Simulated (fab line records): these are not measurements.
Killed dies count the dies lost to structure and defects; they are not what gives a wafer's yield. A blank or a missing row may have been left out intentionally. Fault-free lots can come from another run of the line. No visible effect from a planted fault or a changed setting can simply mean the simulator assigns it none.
fab line records	flow n5_finfet
record lots=7	wafers=21
route steps=1938 shown BEOL_M4@1059 BEOL_M5@1142 BEOL_M6@1224 BEOL_M7@1293
start_h: hours from the record's opening day to when the first of the lot's shown wafers began	wait_h: time in hours since the lot's previous step	" unchanged from the row above	L1.1+2: a row that stands for several wafers	- value missing, or start not given	* or withheld: withheld	< > ~ a bound
route shown NAME@n: a module of which the file shows steps, and the number in the route of the first	usual: average and standard deviation across the fault-free wafers	same: alike in all rows	chamber/n: place in a boat	sites: per-site readings	_std_site: their standard deviation	_edge_site: outer sites' mean less inner sites'	radius_mm: for every site, how far away it sits from the centre of the wafer	mask NAME#n: copy n	behind: the most recent tool/chamber to have shaped the wafer	hold: the reason the lot was held/the length of the hold in hours/how it ended	device: which transistor (n, p or np) failed to switch	end of line: the route-end tests of the same wafers	a step without rows: its recipe alone	killed: not the wafer's yield, but the dies lost to structure and defects at the first sort	map: a wafer's dies, x killed, . not, _ none there
set.NAME: the setting as run; set.NAME@STEP: as run at that earlier step	model.NAME: the simulator's own value behind a step, which no gauge read
one table per step and one row per wafer, for lots whose settings were changed on purpose
## steps
# step N5_BEOL_M4_DESCUM_33
# recipe chemistry=O2	time_s=7	source_power_w=50	bias_power_w=20	pressure_mtorr=20	rf_frequency_hz=2.712e+07	temp_c=40	resist=CAR-EUV	o2_flow_sccm=225
lot.wafer	tool	chamber	start_h	wait_h	set.time_s	model.CAR-EUV_of_BEOL_M4_COAT_22.thk_nm
L076.3	rie_diel-04	0	176.72	0.0	7	26
L076.4	"	2	"	"	5.5	27
L076.5	"	1	"	"	5.5	26.6
L078.2+3	rie_diel-01	1,2	180.71	0.0	7	26.2
L078.4	"	0	"	"	6.018	26.6
L080.2+4	rie_diel-04	1,2	195.13	0.7	7	26.2
L080.3	"	1	"	"	7	26
L083.2	rie_diel-04	0	223.87	0.0	8.181	25.4
L083.3	"	3	"	"	7	26
L083.6	"	2	"	"	8.181	25.6
L084.1+3	rie_diel-02	0,2	224.77	0.0	5.964	26.6
L084.2	"	3	"	"	7	26
L087.1	rie_diel-04	2	242.91	0.1	7.918	25.6
L087.2	"	0	"	"	7.918	25.4
L087.4	"	1	"	"	7	25.8
L090.1+2	rie_diel-04	3,2	256.24	0.1	7	26.2
L090.3	"	0	"	"	7	26
# step N5_BEOL_M4_ETCH_77
# recipe chemistry=N2/H2	target=underlayer	target_depth_a=65	mask_material=CAR-EUV	time_s=5.2	ion_energy_ev=200	pressure_mtorr=30	source_w=840	bias_w=150	n2_flow_sccm=200	h2_flow_sccm=200	ends=cleared
lot.wafer	tool	chamber	start_h	wait_h	set.time_s@BEOL_M4_DESCUM_33	model.CAR-EUV_of_BEOL_M4_COAT_22.thk_nm
L076.3	rie_diel-04	0	176.75	0.0	7	20.2
L076.4	"	2	"	"	5.5	21.2
L076.5	"	1	"	"	5.5	21
L078.2+3	rie_diel-01	1,2	180.74	0.0	7	20.4
L078.4	"	0	"	"	6.018	20.8
L080.2+4	rie_diel-04	1,2	195.18	0.0	7	20.4
L080.3	"	1	"	"	7	20.2
L083.2	rie_diel-04	0	223.90	0.0	8.181	19.6
L083.3	"	3	"	"	7	20.4
L083.6	"	2	"	"	8.181	20
L084.1+3	rie_diel-02	0,2	224.80	0.0	5.964	20.8
L084.2	"	3	"	"	7	20.2
L087.1	rie_diel-04	2	242.94	0.0	7.918	19.8
L087.2	"	0	"	"	7.918	19.6
L087.4	"	1	"	"	7	20.2
L090.1+2	rie_diel-04	3,2	256.28	0.0	7	20.6
L090.3	"	0	"	"	7	20.4
# step N5_BEOL_M4_ETCH_69
# recipe chemistry=CF4	target=SiARC	target_depth_a=156	mask_material=CAR-EUV	time_s=26	ion_energy_ev=80	pressure_mtorr=40	source_w=545	bias_w=36	Ar_flow_sccm=100	cf4_flow_sccm=100	ends=cleared
lot.wafer	tool	chamber	start_h	wait_h	set.time_s@BEOL_M4_DESCUM_33	model.CAR-EUV_of_BEOL_M4_COAT_22.thk_nm
L076.3	rie_diel-04	0	176.77	0.0	7	11
L076.4	"	2	"	"	5.5	12
L076.5	"	1	"	"	5.5	11.6
L078.2+3	rie_diel-01	1,2	180.76	0.0	7	11.2
L078.4	"	0	"	"	6.018	11.6
L080.2+4	rie_diel-04	1,2	195.20	0.0	7	11.2
L080.3	"	1	"	"	7	11
L083.2	rie_diel-04	0	223.92	0.0	8.181	10.4
L083.3	"	3	"	"	7	11.2
L083.6	"	2	"	"	8.181	10.6
L084.1+3	rie_diel-02	0,2	224.82	0.0	5.964	11.6
L084.2	"	3	"	"	7	11
L087.1	rie_diel-04	2	242.96	0.0	7.918	10.6
L087.2	"	0	"	"	7.918	10.4
L087.4	"	1	"	"	7	10.8
L090.1	rie_diel-04	3	256.30	0.0	7	11.4
L090.2+3	"	2,0	"	"	7	11.2
# step N5_BEOL_M4_TRENCH_ETCH_37
# recipe chemistry=C4F6/O2	target_depth_a=555.55	target=SiOC	time_s=29.2	ion_energy_ev=250	pressure_mtorr=30	source_w=355	bias_w=185	Ar_flow_sccm=300	C4F6_flow_sccm=10	O2_flow_sccm=10
# usual rf_vpp_V=662/8.7
lot.wafer	tool	chamber	start_h	wait_h	set.source_w	rf_vpp_V
L076.3	rie_diel-01	1	-	-	355	678
L076.4	"	2	"	"	399.8	628
L076.5	"	2	"	"	355	666
L078.2	rie_diel-04	1	-	-	355	663
L078.3	"	1	"	"	355	663
L078.4	"	2	"	"	355	661
L080.2	rie_diel-02	0	-	-	355	659
L080.3	"	2	"	"	355	660
L080.4	"	3	"	"	355	663
L083.2	rie_diel-02	1	-	-	355	657
L083.3	"	2	"	"	355	659
L083.6	"	1	"	"	355	653
L084.1	rie_diel-01	1	-	-	304.4	732
L084.2	"	3	"	"	304.4	732
L084.3	"	0	"	"	304.4	707
L087.1	rie_diel-04	2	-	-	396.6	626
L087.2	"	3	"	"	355	680
L087.4	"	0	"	"	396.6	609
L090.1	rie_diel-02	2	-	-	355	659
L090.2	"	1	"	"	355	655
L090.3	"	0	"	"	355	659
# step N5_BEOL_M5_COAT_22
# recipe resist=CAR-EUV	spin_rpm=1500	resist_thk_nm=30
lot.wafer	tool	chamber	start_h	wait_h	set.spin_rpm	model.CAR-EUV_of_BEOL_M5_COAT_22.thk_nm
L076.3	litho_track-03	0	-	-	1419	31
L076.4	"	0	"	"	1419	30.8
L076.5	"	0	"	"	1500	30
L078.2+3+4	litho_track-03	0	-	-	1500	30
L080.2+3	litho_track-02	0	-	-	1500	30.2
L080.4	"	0	"	"	1344	31.8
L083.2+3+6	litho_track-03	0	-	-	1500	29.8
L084.1	litho_track-03	0	-	-	1500	30
L084.2	"	0	"	"	1564	29.4
L084.3	"	0	"	"	1500	29.8
L087.1	litho_track-02	0	-	-	1500	30
L087.2+4	"	0	"	"	1365	31.6
L090.1+2	litho_track-03	0	-	-	1500	30
L090.3	"	0	"	"	1500	29.8
# step N5_BEOL_M5_EBR_24
# recipe solvent=PGMEA	ebr_width_mm=1.5
# step N5_BEOL_M5_SOFTBAKE_23
# recipe temp_c=110	time_s=60	resist=CAR-EUV
# step N5_BEOL_M5_EXPOSE_25
# recipe mask_id=V4	na=0.33	source_shape=quasar	sigma_inner=0.2	sigma_outer=0.6	polarization=unpolarized	defocus_nm=10	dose_mj=52.75
# step N5_BEOL_M5_PEB_26
# recipe peb_temp_c=100	peb_time_s=60	resist=CAR-EUV
# step N5_BEOL_M5_DEVELOP_27
# recipe develop_time_s=30	developer=TMAH	resist=CAR-EUV	rinse_liquid=surfactant_rinse	dry=air_spin	dev_temp_c=23
lot.wafer	tool	chamber	start_h	wait_h	set.spin_rpm@BEOL_M5_COAT_22	model.CAR-EUV_of_BEOL_M5_COAT_22.thk_nm
L076.3+4	litho_track-04	0	-	-	1419	30.4
L076.5	"	0	"	"	1500	29.4
L078.2+4	litho_track-03	0	-	-	1500	29.6
L078.3	"	0	"	"	1500	29.4
L080.2	litho_track-03	0	-	-	1500	29.8
L080.3	"	0	"	"	1500	29.6
L080.4	"	0	"	"	1344	31.2
L083.2+3+6	litho_track-03	0	-	-	1500	29.4
L084.1	litho_track-02	0	-	-	1500	29.6
L084.2	"	0	"	"	1564	28.8
L084.3	"	0	"	"	1500	29.4
L087.1	litho_track-04	0	-	-	1500	29.6
L087.2+4	"	0	"	"	1365	31
L090.1+3	litho_track-04	0	-	-	1500	29.4
L090.2	"	0	"	"	1500	29.6
# step N5_BEOL_M5_ETCH_68
# recipe chemistry=N2/H2	target=SOC	target_depth_a=800	overetch_a=160	mask_material=SiARC	temp_c=40	time_s=120	ion_energy_ev=200	pressure_mtorr=30	source_w=840	bias_w=150	n2_flow_sccm=200	h2_flow_sccm=200
lot.wafer	tool	chamber	start_h	wait_h	set.time_s	model.SiARC_of_BEOL_M5_COAT_66.thk_nm
L076.3	rie_diel-05	2	193.98	0.0	109.2	6.6
L076.4+5	"	2,3	"	"	120	6.2
L078.2+3	rie_diel-05	0,1	204.37	0.0	120	6.4
L078.4	"	3	"	"	120	6.2
L080.2+3	rie_diel-05	1,0	215.75	0.0	120	6.4
L080.4	"	3	"	"	120	6.2
L083.2+3	rie_diel-05	2,3	238.81	0.0	120	6.2
L083.6	"	1	"	"	120	6.4
L084.1+2	rie_diel-03	1,3	240.80	0.0	120	6.6
L084.3	"	0	"	"	120	6.4
L087.1+4	rie_diel-03	0,1	261.18	0.0	95.55	7.6
L087.2	"	3	"	"	120	6.6
L090.1	rie_diel-06	1	280.14	0.0	120	6.2
L090.2	"	3	"	"	120	6.4
L090.3	"	2	"	"	120	6
# step N5_BEOL_M6_EXPOSE_25
# recipe mask_id=V5	na=0.33	source_shape=annular	sigma_inner=0.4	sigma_outer=0.8	polarization=unpolarized	target_cd_nm=40	dose_mj=45
lot.wafer	tool	chamber	start_h	wait_h	mask	set.dose_mj
L076.3	euv_scanner-01	0	203.96	-	V5#0	45
L076.4+5	"	0	"	"	V5#0	43.98
L078.2+3+4	euv_scanner-01	0	217.27	-	V5#0	41.91
L080.2+3+4	euv_scanner-02	0	225.46	-	V5#0	45
L083.2+6	euv_scanner-01	0	252.78	-	V5#0	45
L083.3	"	0	"	"	V5#0	43.77
L084.1	euv_scanner-01	0	252.81	-	V5#0	47.35
L084.2+3	"	0	"	"	V5#0	45
L087.1+2	euv_scanner-01	0	273.82	-	V5#0	45
L087.4	"	0	"	"	V5#0	42.69
L090.1+2+3	euv_scanner-01	0	293.85	-	V5#0	45
# step N5_BEOL_M6_PEB_26
# recipe peb_temp_c=100	peb_time_s=60	resist=CAR-EUV
# step N5_BEOL_M6_DEVELOP_27
# recipe develop_time_s=30	developer=TMAH	resist=CAR-EUV	rinse_liquid=surfactant_rinse	dry=air_spin	dev_temp_c=23
# step N5_BEOL_M6_CD_MEAS_28
# recipe target_cd_nm=40	landing_energy_ev=500	detector=se_inlens
# usual cd_nm=40.02/0.23
lot.wafer	tool	chamber	start_h	wait_h	set.dose_mj@BEOL_M6_EXPOSE_25	cd_nm
L076.3	cd_sem-03	0	204.08	-	45	40.11
L076.4	"	0	"	"	43.98	39.46
L076.5	"	0	"	"	43.98	39.52
L078.2	cd_sem-03	0	217.40	-	41.91	38.11
L078.3	"	0	"	"	41.91	37.97
L078.4	"	0	"	"	41.91	38.60
L080.2	cd_sem-03	0	225.59	-	45	40.03
L080.3	"	0	"	"	45	40.00
L080.4	"	0	"	"	45	40.02
L083.2	cd_sem-01	0	252.90	-	45	39.97
L083.3	"	0	"	"	43.77	39.40
L083.6	"	0	"	"	45	39.79
L084.1	cd_sem-02	0	252.95	-	47.35	40.90
L084.2	"	0	"	"	45	39.75
L084.3	"	0	"	"	45	40.05
L087.1	cd_sem-03	0	273.96	-	45	39.97
L087.2	"	0	"	"	45	40.08
L087.4	"	0	"	"	42.69	38.88
L090.1	cd_sem-01	0	293.99	-	45	39.96
L090.2	"	0	"	"	45	39.95
L090.3	"	0	"	"	45	39.73
# step N5_BEOL_M6_DESCUM_33
# recipe chemistry=O2	time_s=7	source_power_w=50	bias_power_w=20	pressure_mtorr=20	rf_frequency_hz=2.712e+07	temp_c=40	resist=CAR-EUV	o2_flow_sccm=225
lot.wafer	tool	chamber	start_h	wait_h	set.dose_mj@BEOL_M6_EXPOSE_25	model.BEOL_M6.cd_nm
L076.3	rie_diel-04	1	204.22	0.0	45	40.2
L076.4+5	"	2	"	"	43.98	39.6
L078.2	rie_diel-04	2	217.58	0.1	41.91	38.2
L078.3	"	1	"	"	41.91	38.4
L078.4	"	3	"	"	41.91	38.6
L080.2	rie_diel-02	3	225.79	0.1	45	39.8
L080.3+4	"	0,2	"	"	45	40.2
L083.2	rie_diel-04	1	253.15	0.2	45	40
L083.3	"	3	"	"	43.77	39.2
L083.6	"	0	"	"	45	39.8
L084.1	rie_diel-02	1	253.26	0.2	47.35	41.2
L084.2	"	0	"	"	45	40
L084.3	"	2	"	"	45	40.2
L087.1+2	rie_diel-01	3,2	274.08	0.0	45	40
L087.4	"	2	"	"	42.69	38.6
L090.1+3	rie_diel-04	1,0	294.73	0.7	45	39.8
L090.2	"	3	"	"	45	40
# step N5_BEOL_M6_ETCH_72
# recipe chemistry=N2/H2	target=underlayer	target_depth_a=65	mask_material=CAR-EUV	time_s=5.2	ion_energy_ev=200	pressure_mtorr=30	source_w=840	bias_w=150	n2_flow_sccm=200	h2_flow_sccm=200	ends=cleared
lot.wafer	tool	chamber	start_h	wait_h	set.dose_mj@BEOL_M6_EXPOSE_25	model.BEOL_M6.cd_nm
L076.3	rie_diel-04	1	204.26	0.0	45	40.2
L076.4+5	"	2	"	"	43.98	39.6
L078.2	rie_diel-04	2	217.62	0.0	41.91	38.2
L078.3	"	1	"	"	41.91	38.4
L078.4	"	3	"	"	41.91	38.6
L080.2+3+4	rie_diel-02	3,0,2	225.83	0.0	45	40
L083.2+6	rie_diel-04	1,0	253.19	0.0	45	40
L083.3	"	3	"	"	43.77	39.2
L084.1	rie_diel-02	1	253.29	0.0	47.35	41.2
L084.2	"	0	"	"	45	40
L084.3	"	2	"	"	45	40.2
L087.1+2	rie_diel-01	3,2	274.11	0.0	45	40
L087.4	"	2	"	"	42.69	38.8
L090.1+3	rie_diel-04	1,0	294.77	0.0	45	39.8
L090.2	"	3	"	"	45	40.2
# step N5_BEOL_M7_EXPOSE_25
# recipe mask_id=V6	na=0.33	source_shape=annular	sigma_inner=0.4	sigma_outer=0.8	polarization=unpolarized	target_cd_nm=40	dose_mj=42.5
lot.wafer	tool	chamber	start_h	wait_h	mask	set.dose_mj
L076.3+4	euv_scanner-01	0	210.94	-	V6#0	45.13
L076.5	"	0	"	"	V6#0	42.5
L078.2+3+4	euv_scanner-01	0	225.58	-	V6#0	42.5
L080.2+3+4	euv_scanner-01	0	231.62	-	V6#0	42.5
L084.1+2+3	euv_scanner-01	0	260.45	-	V6#0	42.5
L083.2+3	euv_scanner-01	0	260.50	-	V6#0	42.5
L083.6	"	0	"	"	V6#0	40.05
L087.1+2+4	euv_scanner-02	0	282.14	-	V6#0	40.78
L090.1+2+3	euv_scanner-02	0	303.19	-	V6#0	42.5
# step N5_BEOL_M7_PEB_26
# recipe peb_temp_c=100	peb_time_s=60	resist=CAR-EUV
# step N5_BEOL_M7_DEVELOP_27
# recipe develop_time_s=30	developer=TMAH	resist=CAR-EUV	rinse_liquid=surfactant_rinse	dry=air_spin	dev_temp_c=23
# step N5_BEOL_M7_CD_MEAS_28
# recipe target_cd_nm=40	landing_energy_ev=500	detector=se_inlens
# usual cd_nm=40.04/0.24
lot.wafer	tool	chamber	start_h	wait_h	set.dose_mj@BEOL_M7_EXPOSE_25	cd_nm
L076.3	cd_sem-01	0	211.06	-	45.13	41.18
L076.4	"	0	"	"	45.13	41.17
L076.5	"	0	"	"	42.5	39.85
L078.2	cd_sem-03	0	225.71	-	42.5	39.92
L078.3	"	0	"	"	42.5	40.32
L078.4	"	0	"	"	42.5	39.98
L080.2	cd_sem-01	0	231.75	-	42.5	39.67
L080.3	"	0	"	"	42.5	40.16
L080.4	"	0	"	"	42.5	39.99
L084.1	cd_sem-03	0	260.58	-	42.5	39.84
L084.2	"	0	"	"	42.5	39.75
L084.3	"	0	"	"	42.5	39.66
L083.2	cd_sem-02	0	260.62	-	42.5	39.79
L083.3	"	0	"	"	42.5	39.97
L083.6	"	0	"	"	40.05	38.46
L087.1	cd_sem-02	0	282.27	-	40.78	38.93
L087.2	"	0	"	"	40.78	39.04
L087.4	"	0	"	"	40.78	38.86
L090.1	cd_sem-01	0	303.33	-	42.5	39.85
L090.2	"	0	"	"	42.5	39.75
L090.3	"	0	"	"	42.5	39.72
# step N5_BEOL_M7_DESCUM_33
# recipe chemistry=O2	time_s=7	source_power_w=50	bias_power_w=20	pressure_mtorr=20	rf_frequency_hz=2.712e+07	temp_c=40	resist=CAR-EUV	o2_flow_sccm=225
lot.wafer	tool	chamber	start_h	wait_h	set.time_s	set.dose_mj@BEOL_M7_EXPOSE_25	model.BEOL_M7.cd_nm	model.CAR-EUV_of_BEOL_M7_COAT_22.thk_nm
L076.3	rie_diel-03	1	211.37	0.2	7	45.13	41.4	26
L076.4	"	0	"	"	7	45.13	41.2	26
L076.5	"	1	"	"	7	42.5	40.2	26
L078.2	rie_diel-03	3	226.20	0.4	7	42.5	39.8	26
L078.3	"	2	"	"	7	42.5	40.2	26
L078.4	"	1	"	"	7	42.5	40	26
L080.2	rie_diel-06	0	231.98	0.1	7	42.5	39.8	26
L080.3	"	3	"	"	7	42.5	40	26.2
L080.4	"	2	"	"	7	42.5	40	26
L084.1+3	rie_diel-03	1,3	260.70	0.0	7	42.5	40	26
L084.2	"	2	"	"	7.738	42.5	40.2	25.8
L083.2	rie_diel-05	3	260.75	0.0	5.907	42.5	40.2	26.8
L083.3	"	2	"	"	7	42.5	40.2	26.2
L083.6	"	0	"	"	5.907	40.05	38.6	26.8
L087.1	rie_diel-06	3	283.65	1.3	7	40.78	39.2	26.2
L087.2+4	"	0,1	"	"	6.309	40.78	39	26.4
L090.1+2+3	rie_diel-03	3,0,1	304.36	0.9	7	42.5	40	26
# step N5_BEOL_M7_ETCH_72
# recipe chemistry=N2/H2	target=underlayer	target_depth_a=65	mask_material=CAR-EUV	time_s=5.2	ion_energy_ev=200	pressure_mtorr=30	source_w=840	bias_w=150	n2_flow_sccm=200	h2_flow_sccm=200	ends=cleared
lot.wafer	tool	chamber	start_h	wait_h	set.time_s@BEOL_M7_DESCUM_33	model.CAR-EUV_of_BEOL_M7_COAT_22.thk_nm
L076.3+4+5	rie_diel-03	1,0,1	211.41	0.0	7	20.2
L078.2+4	rie_diel-03	3,1	226.23	0.0	7	20.2
L078.3	"	2	"	"	7	20.4
L080.2+3+4	rie_diel-06	0,3,2	232.01	0.0	7	20.4
L084.1	rie_diel-03	1	260.74	0.0	7	20.4
L084.2	"	2	"	"	7.738	20
L084.3	"	3	"	"	7	20.2
L083.2+6	rie_diel-05	3,0	260.78	0.0	5.907	21
L083.3	"	2	"	"	7	20.4
L087.1	rie_diel-06	3	283.68	0.0	7	20.4
L087.2+4	"	0,1	"	"	6.309	20.8
L090.1+3	rie_diel-03	3,1	304.40	0.0	7	20.2
L090.2	"	0	"	"	7	20.4
# step N5_BEOL_M7_ETCH_65
# recipe chemistry=CF4	target=SiARC	target_depth_a=156	mask_material=CAR-EUV	time_s=26	ion_energy_ev=80	pressure_mtorr=40	source_w=545	bias_w=36	Ar_flow_sccm=100	cf4_flow_sccm=100	ends=cleared
# step N5_BEOL_M7_ETCH_66
# recipe chemistry=N2/H2	target=SOC	target_depth_a=800	overetch_a=160	mask_material=SiARC	temp_c=40	time_s=120	ion_energy_ev=200	pressure_mtorr=30	source_w=840	bias_w=150	n2_flow_sccm=200	h2_flow_sccm=200
lot.wafer	tool	chamber	start_h	wait_h	set.dose_mj@BEOL_M7_EXPOSE_25	model.BEOL_M7.cd_nm
L076.3	rie_diel-03	1	211.45	0.0	45.13	41.2
L076.4	"	0	"	"	45.13	41.4
L076.5	"	1	"	"	42.5	40
L078.2	rie_diel-03	3	226.28	0.0	42.5	39.6
L078.3	"	2	"	"	42.5	40
L078.4	"	1	"	"	42.5	39.8
L080.2	rie_diel-06	0	232.06	0.0	42.5	39.6
L080.3	"	3	"	"	42.5	39.8
L080.4	"	2	"	"	42.5	40
L084.1+3	rie_diel-03	1,3	260.78	0.0	42.5	40
L084.2	"	2	"	"	42.5	40.4
L083.2+3	rie_diel-05	3,2	260.83	0.0	42.5	40.4
L083.6	"	0	"	"	40.05	38.6
L087.1+4	rie_diel-06	3,1	283.73	0.0	40.78	38.6
L087.2	"	0	"	"	40.78	38.8
L090.1+3	rie_diel-03	3,1	304.44	0.0	42.5	39.8
L090.2	"	0	"	"	42.5	40.4
# step N5_BEOL_M7_STRIP_69
# recipe chemistry=N2/H2	temp_c=40	n2_flow_sccm=200	h2_flow_sccm=200	rf_frequency_hz=6e+07
# step N5_BEOL_M7_STRIP_73
# recipe chemistry=N2/H2	temp_c=40	n2_flow_sccm=200	h2_flow_sccm=200	rf_frequency_hz=6e+07
# step N5_BEOL_M7_VIA_ETCH_34
# recipe chemistry=C4F6/O2	target=SiCOH_lowk	target_depth_a=1255	mask_material=SOC	taper_deg=4	time_s=50.5	ion_energy_ev=250	pressure_mtorr=30	source_w=345	bias_w=185	Ar_flow_sccm=300	C4F6_flow_sccm=10	O2_flow_sccm=10
lot.wafer	tool	chamber	start_h	wait_h	set.dose_mj@BEOL_M7_EXPOSE_25	model.BEOL_M7.cd_nm
L076.3	rie_diel-03	1	211.55	0.0	45.13	41.2
L076.4	"	0	"	"	45.13	41.4
L076.5	"	1	"	"	42.5	40
L078.2	rie_diel-03	3	226.38	0.0	42.5	39.4
L078.3	"	2	"	"	42.5	40
L078.4	"	1	"	"	42.5	39.8
L080.2	rie_diel-06	0	232.16	0.0	42.5	39.6
L080.3	"	3	"	"	42.5	39.8
L080.4	"	2	"	"	42.5	40.2
L084.1	rie_diel-03	1	260.88	0.0	42.5	40
L084.2	"	2	"	"	42.5	40.4
L084.3	"	3	"	"	42.5	39.6
L083.2	rie_diel-05	3	260.93	0.0	42.5	40.4
L083.3	"	2	"	"	42.5	40.6
L083.6	"	0	"	"	40.05	38.6
L087.1	rie_diel-06	3	283.83	0.0	40.78	38.6
L087.2	"	0	"	"	40.78	38.8
L087.4	"	1	"	"	40.78	38.4
L090.1	rie_diel-03	3	304.54	0.0	42.5	39.8
L090.2	"	0	"	"	42.5	40.4
L090.3	"	1	"	"	42.5	40
## key
split step=N5_BEOL_M4_DESCUM_33	setting=time_s	stated=7	by=wafer
response step=N5_BEOL_M4_DESCUM_33	reading=model.CAR-EUV_of_BEOL_M4_COAT_22.thk_nm	change=-0.033	per=1%	r=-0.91
response step=N5_BEOL_M4_ETCH_77	reading=model.CAR-EUV_of_BEOL_M4_COAT_22.thk_nm	change=-0.0379	per=1%	r=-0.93
response step=N5_BEOL_M4_ETCH_69	reading=model.CAR-EUV_of_BEOL_M4_COAT_22.thk_nm	change=-0.0356	per=1%	r=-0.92
split step=N5_BEOL_M4_TRENCH_ETCH_37	setting=source_w	stated=355	by=wafer
response step=N5_BEOL_M4_TRENCH_ETCH_37	reading=rf_vpp_V	change=-4.33	per=1%	r=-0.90
split step=N5_BEOL_M5_COAT_22	setting=spin_rpm	stated=1500	by=wafer
response step=N5_BEOL_M5_COAT_22	reading=model.CAR-EUV_of_BEOL_M5_COAT_22.thk_nm	change=-0.161	per=1%	r=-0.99
response step=N5_BEOL_M5_DEVELOP_27	reading=model.CAR-EUV_of_BEOL_M5_COAT_22.thk_nm	change=-0.155	per=1%	r=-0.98
split step=N5_BEOL_M5_ETCH_68	setting=time_s	stated=120	by=wafer
response step=N5_BEOL_M5_ETCH_68	reading=model.SiARC_of_BEOL_M5_COAT_66.thk_nm	change=-0.0483	per=1%	r=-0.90
split step=N5_BEOL_M6_EXPOSE_25	setting=dose_mj	stated=45	by=wafer
response step=N5_BEOL_M6_CD_MEAS_28	reading=cd_nm	change=+0.209	per=1%	r=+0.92
response step=N5_BEOL_M6_DESCUM_33	reading=model.BEOL_M6.cd_nm	change=+0.245	per=1%	r=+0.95
response step=N5_BEOL_M6_ETCH_72	reading=model.BEOL_M6.cd_nm	change=+0.233	per=1%	r=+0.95
split step=N5_BEOL_M7_EXPOSE_25	setting=dose_mj	stated=42.5	by=wafer
response step=N5_BEOL_M7_CD_MEAS_28	reading=cd_nm	change=+0.229	per=1%	r=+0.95
response step=N5_BEOL_M7_DESCUM_33	reading=model.BEOL_M7.cd_nm	change=+0.224	per=1%	r=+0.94
response step=N5_BEOL_M7_ETCH_66	reading=model.BEOL_M7.cd_nm	change=+0.258	per=1%	r=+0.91
response step=N5_BEOL_M7_VIA_ETCH_34	reading=model.BEOL_M7.cd_nm	change=+0.266	per=1%	r=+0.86
split step=N5_BEOL_M7_DESCUM_33	setting=time_s	stated=7	by=wafer
response step=N5_BEOL_M7_DESCUM_33	reading=model.CAR-EUV_of_BEOL_M7_COAT_22.thk_nm	change=-0.0297	per=1%	r=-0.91
response step=N5_BEOL_M7_ETCH_72	reading=model.CAR-EUV_of_BEOL_M7_COAT_22.thk_nm	change=-0.0364	per=1%	r=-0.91
